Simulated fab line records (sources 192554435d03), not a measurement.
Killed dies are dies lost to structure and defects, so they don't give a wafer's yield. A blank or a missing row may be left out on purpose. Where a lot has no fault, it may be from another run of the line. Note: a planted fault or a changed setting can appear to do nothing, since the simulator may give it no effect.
Matching of chambers	flow n5Finfet	N5_BEOL_M8_CURE_74 on uvCure-02: 3 sister chambers
The step cures SiCOH lowk, time 240 s. 16 wafers are shown with their chamber, then 8 later ones without.

## WAFERS WITH THEIR CHAMBER
wafer	chamber	wafer_temp_C_max	lampPowerPct (%)
L076.1	1	387.3	52.33
L076.3	1	387.3	52.41
L076.4	1	387.5	52.37
L083.1	2	386.9	52.24
L083.4	2	386.5	52.32
L083.5	2	386.9	52.37
L081.4	0	387.6	52.41
L081.5	0	387.8	52.27
L081.6	0	387.1	52.30
L084.1	1	387.1	52.30
L084.3	1	387.5	52.33
L084.5	1	387.3	52.26
L086.3	0	388.1	52.27
L086.4	0	387.5	52.35
L086.5	0	388.2	52.35
L089.2	0	387.4	52.25

SIGNATURES (averages over the wafers above)
reading	chamber 0	chamber 1	chamber 2	scatter within a chamber
wafer_temp_C_max	387.671	387.333	386.767	0.295
lampPowerPct	52.3143	52.3333	52.3100	0.057
Rule: a wafer lies at a distance from a chamber equal to the root of the sum of squares, over the readings, of (its reading less the chamber's mean, divided by the reading's scatter). The wafer belongs to the nearest chamber; if the next one is less than 2 further off, it can't be placed. The scatter is the square root of a quotient: the sum, over the shown wafers, of each reading's squared deviation from its chamber's mean, divided by wafers minus chambers.

## WAFERS WHOSE CHAMBER IS MISSING
wafer	wafer_temp_C_max	lampPowerPct (%)
L089.3	388.6	52.27
L089.5	388.0	52.20
L092.3	387.4	52.37
L092.5	387.6	52.23
L092.6	387.4	52.29
L097.2	389.5	52.27
L097.3	387.2	52.34
L097.5	387.7	52.32

## THE CHAMBER EACH PASSED THROUGH
wafer	from the rows above	in truth
L089.3	can't be placed: 0 or 1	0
L089.5	can't be placed: 0 or 1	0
L092.3	can't be placed: 1 or 0 or 2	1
L092.5	can't be placed: 0 or 1 or 2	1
L092.6	can't be placed: 1 or 0 or 2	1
L097.2	can't be placed: 0 or 1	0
L097.3	can't be placed: 1 or 2 or 0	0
L097.5	can't be placed: 0 or 1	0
Correct placement for 0 of the 8. Unplaceable from these rows: 8, with the true chamber sitting among the candidates in 8. Placed wrongly: 0.
